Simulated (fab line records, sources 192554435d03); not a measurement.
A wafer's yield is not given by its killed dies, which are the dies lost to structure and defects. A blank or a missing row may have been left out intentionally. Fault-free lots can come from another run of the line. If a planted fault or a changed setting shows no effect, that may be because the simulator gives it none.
Comparing a struck lot with a sound one | flow n5-finfet | 25 steps out of a route of 1938
Sound: these wafers, L441.2, L441.3, L441.6. The struck wafers were L436.2, L436.4, L436.6. At the end, the cause is stated.
For every step that has rows: the tool of each side, followed by ch and its chambers, followed by its first start. Under that, the readings that differ: sound wafers | struck wafers | difference of the means | sigmas: that difference in standard deviations of wafers without a fault.
alike: words and numbers the same on both sides, and readings whose means are apart by under 2 such deviations; not compared: readings that were withheld, readings missing a value for some wafer, numbers with overlapping values and no deviation given by the record, and bounds like >300 which may hide the same value.
A row with sigmas, a row that says differs or no value, or rows on one side alone: a step with any of these is where the two part. Non-overlapping numbers with no deviation appear without sigmas and do not part them. A reading that every wafer of one side lacks parts them only if that side has two wafers or more.

first, 10 steps without rows for these wafers: N5_DUMMY_GATE_UV_OZONE_45 (time 120 s); N5_SPACER0_ALD_07 (deposits SiNx, target thk 2 nm); N5_SPACER0_ALD_00 (deposits SiOCN, target thk 3.5 nm, pulse time 3 s, purge time 2 s); N5_SPACER0_ALD_08 (deposits SiNx, target thk 2 nm); N5_SD_EPI_N_COAT_32 (time 60 s, resist thk 350 nm); N5_SD_EPI_N_COAT_33 (time 60 s, resist thk 35 nm); N5_SD_EPI_N_COAT_03 (resist thk 150 nm); N5_SD_EPI_N_EBR_05; N5_SD_EPI_N_SOFTBAKE_04 (time 60 s); N5_SD_EPI_N_EXPOSE_06 (exposes mask SD N BLK, target cd 120 nm).
N5_SD_EPI_N_PEB_07: peb time 60 s.
  sound on litho-track-01 ch 0, day 8 08:05; struck on litho-track-03 ch 0, day 7 05:17
  reading                  | sound             | struck            | difference | sigmas
  heater-power-total-W (W) | 175.6 173.0 177.2 | 207.5 213.2 207.3 | +34.1      | +21
  alike: chill-plate-temp-C
then, 1 step without rows for these wafers: N5_SD_EPI_N_DEVELOP_08 (develop time 30 s).
N5_SD_EPI_N_CD_MEAS_09: target cd 120 nm.
  sound on cd-sem-01 ch 0, day 8 08:10; struck on cd-sem-02 ch 0, day 7 05:21
  reading    | sound             | struck            | difference | sigmas
  cd-nm (nm) | 119.4 120.4 119.6 | 111.1 111.3 111.0 | -8.7       | -14
N5_SD_EPI_N_DESCUM_14: chemistry O2, time 7.9 s.
  sound on rie-diel-05 ch 2,3, day 8 08:15; struck on rie-diel-06 ch 0,2,3, day 7 05:50
  reading                         | sound           | struck            | difference | sigmas
  showerhead-plenum-p-Torr (Torr) | 2.15 2.14 2.14  | 2.09 1.97 1.97    | -0.13      | -2
  model.SD_EPI_N.cd-nm (nm)       | 119.2 120 119.4 | 110.8 111.2 111.4 | -8.4       |
  alike: drypump-motor-current-A, oes-product-au, rf-vpp-V, throttle-valve-pct
  not compared: rf-hours-counter-h
then, 7 steps without rows for these wafers: N5_SD_EPI_N_ETCH_34 (etches SiARC in CF4, target depth 45.5 nm, time 75.8 s); N5_SD_EPI_N_ETCH_35 (etches SOC in N2/H2, overetch 108 nm, time 486 s); N5_SD_EPI_N_STRIP_36 (strips in N2/H2); N5_SD_EPI_N_ETCHBACK_44 (etches SiNx in CH3F/O2, stops on SiO2, target depth 14.5 nm); N5_SD_EPI_N_ETCH_45 (etches SiOCN in CH3F/O2, target depth 6 nm); N5_SD_EPI_N_ETCH_16 (etches SiO2 in CHF3/O2, target depth 5 nm); N5_SD_EPI_N_STRIP_47 (strips in CHF3/O2).
N5_SD_EPI_N_SD_RECESS_17: chemistry HBr/Cl2/O2, target depth 41 nm, time 23.7 s, bt time 3 s.
  sound on rie-si-04 ch 0,2,3, day 8 08:56; struck on rie-si-01 ch 0,1,2, day 7 06:32
  reading                   | sound           | struck            | difference | sigmas
  model.SD_EPI_N.cd-nm (nm) | 118 120.2 118.4 | 110.2 108.4 110.8 | -9.1       |
  alike: drypump-motor-current-A, he-backside-leak-sccm, oes-product-au, throttle-valve-pct
  not compared: rf-hours-counter-h
then, 1 step without rows for these wafers: N5_SD_EPI_N_STRIP_38 (strips in N2/H2).
-- a jump in the record: the struck wafers' starts before and after are 5 days apart (it breaks off in module SD_EPI_N and resumes in module BEOL_M4, where the first step shown is number 1111 of the route) --
N5_BEOL_M4_RC_MEAS_101:
  sound on prober-01 ch 0, day 14 04:32; struck on prober-01 ch 0, day 12 12:07
  alike: DIBL_N, DIBL_P, IOFF_N, IOFF_P, ION_N, ION_P, SS_N, SS_P, VT_N, VT_P
-- record jumps: 5 days separate the struck wafers' starts on either side; left off in module BEOL_M4, taken up again in module PASSIVATION, whose first shown step is the route's number 1936 --
N5_PASSIVATION_PROBE_49:
  sound: prober-02 at day 18 17:21; struck: prober-01 at day 17 07:01
  alike: defect-limited-yield, killed_at_M0_to_M3, killed_at_M4_up, killed-at-contacts, killed-at-front-end, killed-at-other, killed-dies, killed-open, killed-short, sort_bin_5_function, sort_bin_6_memory, sort-n-pass, sort-yield-pct

== WHERE THEY PART ==
Earliest at N5_SD_EPI_N_PEB_07; latest, in this record, at N5_SD_EPI_N_DESCUM_14. Later steps at which nothing parts them and some readings are alike: N5_SD_EPI_N_SD_RECESS_17, N5_BEOL_M4_RC_MEAS_101, N5_PASSIVATION_PROBE_49.

WHY: what the simulator had put in
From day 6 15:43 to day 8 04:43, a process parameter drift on litho-track-03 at N5_SD_EPI_N_PEB_07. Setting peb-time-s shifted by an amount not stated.
